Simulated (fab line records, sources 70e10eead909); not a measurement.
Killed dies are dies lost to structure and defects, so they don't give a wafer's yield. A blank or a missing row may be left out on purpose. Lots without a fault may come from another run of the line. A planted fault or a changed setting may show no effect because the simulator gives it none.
Which tool did it? | flow nand_harc | 13 lots, 39 wafers sampled, at 5 steps of a route of 1159

WHAT THE GAUGES READ, wafer by wafer
NHARC_A_M1_THK_MEAS_24: measures by xrf. Usual: thk_nm 154.0 nm, standard deviation 1.5.
lot  | measured     | on            | thk_nm (nm)       | flag
L464 | day 18 02:32 | film_metro-02 | 154.8 155.3 151.8 |
L467 | day 18 13:43 | film_metro-02 | 152.5 154.2 150.9 |
L468 | day 18 09:40 | film_metro-02 | 154.3 154.2 156.6 |
L466 | day 18 19:17 | film_metro-01 | 155.3 152.9 153.4 |
L469 | day 19 03:55 | film_metro-01 | 154.7 153.2 153.1 |
L471 | day 19 05:13 | film_metro-01 | 156.0 151.2 153.1 |
L470 | day 19 17:32 | film_metro-01 | 153.0 151.7 153.6 |
L472 | day 20 00:23 | film_metro-01 | 155.0 154.2 152.3 |
L473 | day 20 01:13 | film_metro-01 | 153.9 155.5 153.7 |
L474 | day 20 16:10 | film_metro-02 | 152.7 153.5 155.9 |
L476 | day 20 17:02 | film_metro-01 | 152.4 155.4 154.7 |
L475 | day 21 00:25 | film_metro-02 | 153.3 154.8 153.8 |
L477 | day 20 16:34 | film_metro-01 | 155.7 155.4 155.5 |

NHARC_THIN_TSV_CD_MEAS_16. Usual: cd_nm 1000.8 nm, standard deviation 2.8.
lot  | measured     | on        | cd_nm (nm)           | flag
L464 | day 19 03:30 | cd_sem-01 | 999.1 999.8 997.0    |
L467 | day 19 11:30 | cd_sem-02 | 1000.9 1001.5 999.7  |
L468 | day 19 07:01 | cd_sem-03 | 1003.0 1005.8 1004.7 |
L466 | day 19 12:53 | cd_sem-02 | 999.9 1003.6 1002.8  |
L469 | day 19 22:42 | cd_sem-03 | 1005.7 1005.1 1006.5 |
L471 | day 19 23:55 | cd_sem-03 | 999.4 1002.5 998.1   |
L470 | day 20 12:01 | cd_sem-03 | 997.3 993.4 999.9    |
L472 | day 20 20:22 | cd_sem-01 | 997.5 996.9 997.5    |
L473 | day 20 19:09 | cd_sem-03 | 995.6 1003.0 997.3   |
L474 | day 21 11:46 | cd_sem-01 | 999.4 997.4 996.5    |
L476 | day 21 12:57 | cd_sem-03 | 998.7 1000.8 1001.5  |
L475 | day 21 19:34 | cd_sem-02 | 998.0 999.7 1005.4   |
L477 | day 21 14:09 | cd_sem-02 | 1003.2 998.5 1003.0  |

NHARC_END_SORT_01. Usual: killed_at_array 24, standard deviation 8.4; killed_at_other 0.7, standard deviation 1.1; killed_at_periphery 2.9, standard deviation 1.7; killed_dies 27, standard deviation 8.6; killed_open 3.3, standard deviation 1.8; killed_short 1.8, standard deviation 1.4.
lot  | measured     | on        | killed_at_array | killed_at_other | killed_at_periphery | killed_dies | killed_open | killed_short | flag
L475 | day 22 21:02 | prober-01 | 56 59 60        | 4 4 2           | 4 1 0               | 64 64 62    | 5 2 2       | 1 1 1        | OFF
L477 | day 22 11:36 | prober-01 | 78 77 82        | 4 3 5           | 1 3 4               | 83 83 91    | 4 5 4       | 1 2 2        | OFF

WHICH TOOL RAN EACH LOT (tool, then ch and the chambers of the sampled wafers, then the start)
lot  | NHARC_A_CHANNEL_FILL_D1_ALD_03      | NHARC_A_BONDPAD_ETCH_24
L464 | ald_sin_batch-01 ch 0, day 8 23:11  | rie_diel-09 ch 0,1,2, day 19 03:30 or earlier
L467 | ald_sin_batch-02 ch 0, day 9 13:01  | rie_diel-09 ch 2,3, day 19 11:30 or earlier
L468 | ald_sin_batch-02 ch 0, day 9 13:01  | rie_diel-09 ch 0,1,2, day 19 07:01 or earlier
L466 | ald_sin_batch-01 ch 0, day 9 18:01  | rie_diel-09 ch 0,1,2, day 19 12:53 or earlier
L469 | ald_sin_batch-01 ch 0, day 10 06:31 | rie_diel-11 ch 1,3, day 19 22:42 or earlier
L471 | ald_sin_batch-01 ch 0, day 10 06:31 | rie_diel-11 ch 1,3, day 19 23:55 or earlier
L470 | ald_sin_batch-01 ch 0, day 10 10:40 | rie_diel-09 ch 0,2,3, day 20 12:01 or earlier
L472 | ald_sin_batch-01 ch 0, day 11 02:07 | rie_diel-11 ch 0,1,3, day 20 20:22 or earlier
L473 | ald_sin_batch-01 ch 0, day 11 02:07 | rie_diel-11 ch 1,3, day 20 19:09 or earlier
L474 | ald_sin_batch-03 ch 0, day 12 00:20 | rie_diel-09 ch 0,2, day 21 11:46 or earlier
L476 | ald_sin_batch-03 ch 0, day 12 00:20 | rie_diel-09 ch 0,1,3, day 21 12:57 or earlier
L475 | ald_sin_batch-01 ch 0, day 12 04:14 | rie_diel-11 ch 0,1,3, day 21 19:34 or earlier
L477 | ald_sin_batch-01 ch 0, day 12 04:14 | rie_diel-09 ch 0,2,3, day 21 14:09 or earlier
- NHARC_A_CHANNEL_FILL_D1_ALD_03: deposits SiNx, target thk 6 nm, pulse time 60 s, ald cycles 58.
- NHARC_A_BONDPAD_ETCH_24: etches the open film in CF4/N2, target depth 30 nm, time 72.99 s.

WHAT THE TOOLS THEMSELVES READ (means of the sampled wafers that have a number; where no wafer has one, the mark that the record gives instead)
NHARC_A_CHANNEL_FILL_D1_ALD_03. Usual: precursor_pulse_height_rel 1.000, standard deviation 0.022.
lot  | tool             | precursor_pulse_height_rel | flag
L464 | ald_sin_batch-01 | 1.015                      |
L467 | ald_sin_batch-02 | 0.989                      |
L468 | ald_sin_batch-02 | 1.013                      |
L466 | ald_sin_batch-01 | 0.971                      |
L469 | ald_sin_batch-01 | 1.005                      |
L471 | ald_sin_batch-01 | 0.984                      |
L470 | ald_sin_batch-01 | 0.971                      |
L472 | ald_sin_batch-01 | 0.995                      |
L473 | ald_sin_batch-01 | 1.015                      |
L474 | ald_sin_batch-03 | 0.963                      |
L476 | ald_sin_batch-03 | 1.031                      |
L475 | ald_sin_batch-01 | 1.007                      |
L477 | ald_sin_batch-01 | 0.996                      |

NHARC_A_BONDPAD_ETCH_24. Usual: chamber_pressure_mTorr 30.002 mTorr, standard deviation 0.024; drypump_motor_current_A 5.7 A, standard deviation 0.5; oes_product_au 1.002 a.u., standard deviation 0.013; rf_vpp_V 314.2 V, standard deviation 2.3; showerhead_plenum_p_Torr 2.62 Torr, standard deviation 0.11; throttle_valve_pct 19.795 %, standard deviation 0.0095.
lot  | tool        | chamber_pressure_mTorr (mTorr) | drypump_motor_current_A (A) | oes_product_au (a.u.) | rf_vpp_V (V) | showerhead_plenum_p_Torr (Torr) | throttle_valve_pct (%) | flag
L464 | rie_diel-09 | 30.013                         | 6.1                         | 1.003                 | 315.6        | 2.70                            | 19.795                 |
L467 | rie_diel-09 | 30.010                         | 5.3                         | 1.009                 | 314.4        | 2.65                            | 19.792                 |
L468 | rie_diel-09 | 29.995                         | 6.1                         | 0.995                 | 315.1        | 2.70                            | 19.795                 |
L466 | rie_diel-09 | 29.997                         | 6.1                         | 0.993                 | 315.6        | 2.70                            | 19.790                 |
L469 | rie_diel-11 | 29.996                         | 5.3                         | 1.005                 | 312.8        | 2.51                            | 19.788                 |
L471 | rie_diel-11 | 30.029                         | 5.3                         | 1.002                 | 311.5        | 2.51                            | 19.801                 |
L470 | rie_diel-09 | 29.990                         | 5.7                         | 1.000                 | 315.7        | 2.67                            | 19.792                 |
L472 | rie_diel-11 | 29.981                         | 5.5                         | 1.003                 | 311.8        | 2.49                            | 19.793                 |
L473 | rie_diel-11 | 30.001                         | 5.3                         | 1.011                 | 311.1        | 2.51                            | 19.808                 |
L474 | rie_diel-09 | 29.999                         | 5.8                         | 1.004                 | 316.5        | 2.75                            | 19.794                 |
L476 | rie_diel-09 | 30.014                         | 6.0                         | 0.999                 | 313.8        | 2.62                            | 19.795                 |
L475 | rie_diel-11 | 30.006                         | 5.5                         | 1.005                 | 311.5        | 2.49                            | 19.804                 |
L477 | rie_diel-09 | 29.994                         | 5.7                         | 1.006                 | 314.8        | 2.67                            | 19.794                 |

THE ANSWER, worked out from the rows above alone
Rule: a lot is off if the mean of its wafers that have a number lies more than 3 standard deviations from the usual mean. A lot without any number at a reading at which 4 lots or more have one is off too. The other lots that the step has rows for count as sound. The gauges are gone through in route order, then the tools' own readings, and for those a lot's mean is taken as printed above. The first step at which some lot is off is used, and at that step the reading that is off furthest; a lot without a number counts as furthest.
Off: L475, L477, at NHARC_END_SORT_01 (killed_dies). Neither off nor sound, because the step has no rows for them: L464, L467, L468, L466, L469, L471, L470, L472, L473, L474, L476.
A tool fits if, at a process step before that reading, it ran every lot that is off, and no sound lot after the first of them. The gauges at NHARC_END_SORT_01 are tried like those tools. NHARC_A_BONDPAD_ETCH_24 gives no start for some lots, so the hours and the order of its lots are those of NHARC_THIN_TSV_CD_MEAS_16. Can't be told from this: 2 tools fit, ald_sin_batch-01 at NHARC_A_CHANNEL_FILL_D1_ALD_03, prober-01 at NHARC_END_SORT_01.

WHAT THE SIMULATOR HAD PUT IN
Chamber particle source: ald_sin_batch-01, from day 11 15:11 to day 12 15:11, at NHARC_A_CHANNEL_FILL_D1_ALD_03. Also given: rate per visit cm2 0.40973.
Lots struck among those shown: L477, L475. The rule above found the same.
